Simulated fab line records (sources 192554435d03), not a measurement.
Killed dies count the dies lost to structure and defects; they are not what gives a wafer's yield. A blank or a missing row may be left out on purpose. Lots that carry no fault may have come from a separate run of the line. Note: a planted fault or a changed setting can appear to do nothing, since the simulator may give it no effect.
Chamber matching | flow n5_finfet | ald_sin-02 running N5_ILD0_LINER_00: 4 sister chambers
The step material SiNx, target thk 4 nm, pulse time 1 s, purge time 2 s. 18 wafers are shown with their chamber, then 9 later ones without.

## WAFERS PAIRED WITH THEIR CHAMBERS
wafer  | chamber | heater_power_w (W) | precursor_pulse_height_rel
L080.1 | 2       | 925                | 1.005
L080.5 | 2       | 920                | 1.028
L080.6 | 1       | 727                | 0.994
L082.4 | 0       | 821                | 1.006
L082.5 | 1       | 733                | 1.020
L082.6 | 3       | 933                | 0.973
L083.1 | 3       | 935                | 1.041
L083.4 | 0       | 835                | 1.003
L083.5 | 3       | 961                | 1.031
L087.1 | 0       | 824                | 0.993
L087.2 | 2       | 929                | 1.007
L087.3 | 1       | 725                | 1.004
L090.1 | 1       | 728                | 1.007
L090.4 | 3       | 971                | 0.968
L090.5 | 2       | 879                | 0.993
L091.2 | 2       | 940                | 0.989
L091.3 | 0       | 809                | 1.004
L091.4 | 3       | 957                | 0.994

SIGNATURES, as means of the wafers listed above
reading                    | chamber 0 | chamber 1 | chamber 2 | chamber 3 | scatter within a chamber
heater_power_w             | 822.25    | 728.25    | 918.60    | 951.40    | 16.2
precursor_pulse_height_rel | 1.00150   | 1.00625   | 1.00440   | 1.00140   | 0.0204
Rule: a wafer's distance from a chamber is the root of the sum, over the readings, of the square of ((its reading less the chamber's mean) divided by the reading's scatter). If the next closest chamber is less than 2 further off than the closest, the wafer can't be placed; otherwise it belongs to the closest. The scatter: the root of (the sum of the squares of (reading less its chamber's mean) over the shown wafers, divided by (wafers less chambers)).

## WAFERS WITHOUT THEIR CHAMBER
wafer  | heater_power_w (W) | precursor_pulse_height_rel
L093.1 | 914                | 0.994
L093.3 | 738                | 1.010
L093.4 | 844                | 1.000
L095.1 | 832                | 0.978
L095.4 | 755                | 1.007
L095.6 | 965                | 1.025
L096.3 | 914                | 1.019
L096.4 | 973                | 0.977
L096.5 | 744                | 1.019

## CHAMBER TAKEN BY EACH
wafer  | from the rows above     | in truth
L093.1 | can't be placed: 2 or 3 | 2
L093.3 | 1                       | 1
L093.4 | 0                       | 0
L095.1 | 0                       | 0
L095.4 | 1                       | 1
L095.6 | can't be placed: 3 or 2 | 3
L096.3 | can't be placed: 2 or 3 | 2
L096.4 | can't be placed: 3 or 2 | 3
L096.5 | 1                       | 1
Correctly placed: 5 of 9. From these rows, 4 cannot be placed; in 4 the true chamber is one of the candidates. Wrongly placed: 0.
